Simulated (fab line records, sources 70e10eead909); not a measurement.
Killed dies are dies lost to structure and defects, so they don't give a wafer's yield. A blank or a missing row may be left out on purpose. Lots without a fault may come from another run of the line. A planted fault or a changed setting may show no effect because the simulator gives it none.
Which tool did it? | flow nand_harc | 24 lots, 72 wafers sampled, at 1 step of a route of 1159

WHAT THE GAUGES READ, wafer by wafer
NHARC_A_CONTACT_OVL_MEAS_43. Usual: overlay_x_nm 0.2 nm, standard deviation 0.56; overlay_y_nm -0.1 nm, standard deviation 0.76.
lot  | measured     | on         | overlay_x_nm (nm) | overlay_y_nm (nm) | flag
L075 | day 16 06:40 | overlay-01 | -0.7 -0.4 0.3     | 0.6 0.7 0.8       |
L074 | day 16 10:43 | overlay-01 | 1.4 1.2 1.1       | 0.4 -0.4 -0.1     |
L077 | day 16 20:50 | overlay-02 | 0.6 0.5 0.5       | 0.4 -0.2 -0.7     |
L078 | day 16 22:08 | overlay-01 | 0.7 0.6 0.9       | -0.2 0.3 0.1      |
L079 | day 17 02:06 | overlay-02 | 0.4 0.5 0.5       | -0.4 -0.4 -0.2    |
L076 | day 17 02:31 | overlay-02 | 0.2 1.2 1.0       | -1.4 -1.1 -1.3    |
L080 | day 17 06:41 | overlay-02 | 0.0 -0.1 -0.3     | 0.1 -0.1 -0.4     |
L081 | day 18 09:31 | overlay-01 | 0.4 0.8 0.3       | -1.4 -1.2 -1.7    |
L082 | day 18 10:10 | overlay-01 | -0.4 0.2 0.3      | 0.6 0.4 0.2       |
L084 | day 18 17:17 | overlay-02 | -0.8 0.0 0.3      | -0.6 -0.6 -0.2    |
L083 | day 18 20:49 | overlay-02 | -0.3 -0.6 -0.2    | 0.4 0.9 1.3       |
L088 | day 19 12:20 | overlay-02 | 0.1 -0.1 0.2      | 0.1 -0.2 0.4      |
L086 | day 19 13:29 | overlay-02 | -0.3 -0.3 -0.4    | -1.3 -0.5 -1.0    |
L085 | day 19 16:30 | overlay-02 | -0.5 -1.0 -0.9    | 0.0 -0.3 -0.6     |
L091 | day 20 00:57 | overlay-01 | -0.3 -0.1 -0.2    | 0.0 -0.3 -0.4     |
L090 | day 20 01:07 | overlay-02 | 0.4 0.9 0.4       | 0.5 0.7 0.8       |
L087 | day 20 05:08 | overlay-02 | 0.9 0.2 0.8       | -0.9 -1.0 -1.1    |
L089 | day 20 06:34 | overlay-01 | 0.3 0.2 0.5       | -0.6 -0.1 0.1     |
L093 | day 20 16:12 | overlay-02 | 0.3 0.4 -0.3      | 0.8 1.0 0.7       |
L092 | day 21 15:30 | overlay-02 | 0.5 0.3 0.2       | 0.5 -0.4 0.0      |
L095 | day 21 18:50 | overlay-01 | -0.4 -0.2 -0.1    | -1.3 -1.3 -1.3    |
L096 | day 21 19:15 | overlay-02 | 0.1 0.2 0.2       | 0.0 0.0 -0.3      |
L094 | day 22 04:45 | overlay-02 | 0.9 1.1 1.2       | -0.2 -0.2 0.1     |
L097 | day 22 06:29 | overlay-01 | 0.6 0.7 1.3       | 1.6 1.4 1.2       |

WHICH TOOL RAN EACH LOT (tool, then ch and the chambers of the sampled wafers, then the start)
The record holds no process step before these readings.

WHAT THE TOOLS THEMSELVES READ (means of the sampled wafers that have a number; where no wafer has one, the mark that the record gives instead)
The record holds no such reading with a usual standard deviation.

THE ANSWER, worked out from the rows above alone
Rule: a lot is off if the mean of its wafers that have a number lies more than 3 standard deviations from the usual mean. A lot without any number at a reading at which 4 lots or more have one is off too. The other lots that the step has rows for count as sound. The gauges are gone through in route order, then the tools' own readings, and for those a lot's mean is taken as printed above. The first step at which some lot is off is used, and at that step the reading that is off furthest; a lot without a number counts as furthest.
No lot is off at any reading shown: from this, nothing can be told.

WHAT THE SIMULATOR HAD PUT IN
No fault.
